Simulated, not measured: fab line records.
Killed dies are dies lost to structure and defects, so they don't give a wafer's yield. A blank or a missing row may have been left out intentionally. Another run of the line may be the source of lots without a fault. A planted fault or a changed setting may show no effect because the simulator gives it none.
Matching of chambers	flow nand harc	4 sister chambers for NHARC_P_M2_STRIP_18 on rie diel-11
The step strips in N2/H2. 8 wafers are shown with their chamber, then 7 later ones without.

## WAFERS, EACH WITH ITS CHAMBER
wafer	chamber	showerhead plenum p Torr (Torr)	oes product au (a.u.)
L078.4	2	1.94	0.994
L078.5	2	1.94	0.999
L082.6	3	1.99	1.005
L083.3	1	2.21	1.008
L083.4	3	1.99	1.008
L083.6	0	1.99	0.997
L089.2	1	2.20	1.004
L089.3	0	1.99	0.995

## WAFERS WITHOUT THEIR CHAMBER
wafer	showerhead plenum p Torr (Torr)	oes product au (a.u.)
L089.4	1.94	0.998
L093.1	1.99	1.009
L093.2	1.99	1.000
L093.4	2.20	1.006
L097.2	1.94	1.007
L097.4	2.20	1.010
L097.6	1.99	0.991

## CHAMBER TAKEN BY EACH
wafer	from the rows above	in truth
L089.4	2	2
L093.1	3	3
L093.2	can't be placed: 0 or 3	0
L093.4	1	1
L097.2	2	2
L097.4	1	1
L097.6	0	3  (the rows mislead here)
5 of 7 placed correctly. Cannot be placed on the basis of these rows: 1; the candidates contain the true chamber in 1. Number placed wrongly: 1.
How it was worked out, from the rows above alone: a wafer's distance from a chamber is the root of the sum, over the readings, of the square of ((its reading less the chamber's mean) divided by the reading's scatter). The wafer belongs to the nearest chamber; if the next one is less than 2 further off, it can't be placed. A chamber's mean is the mean of its shown wafers. The scatter is the square root of a quotient: the sum, over the shown wafers, of each reading's squared deviation from its chamber's mean, divided by wafers minus chambers.
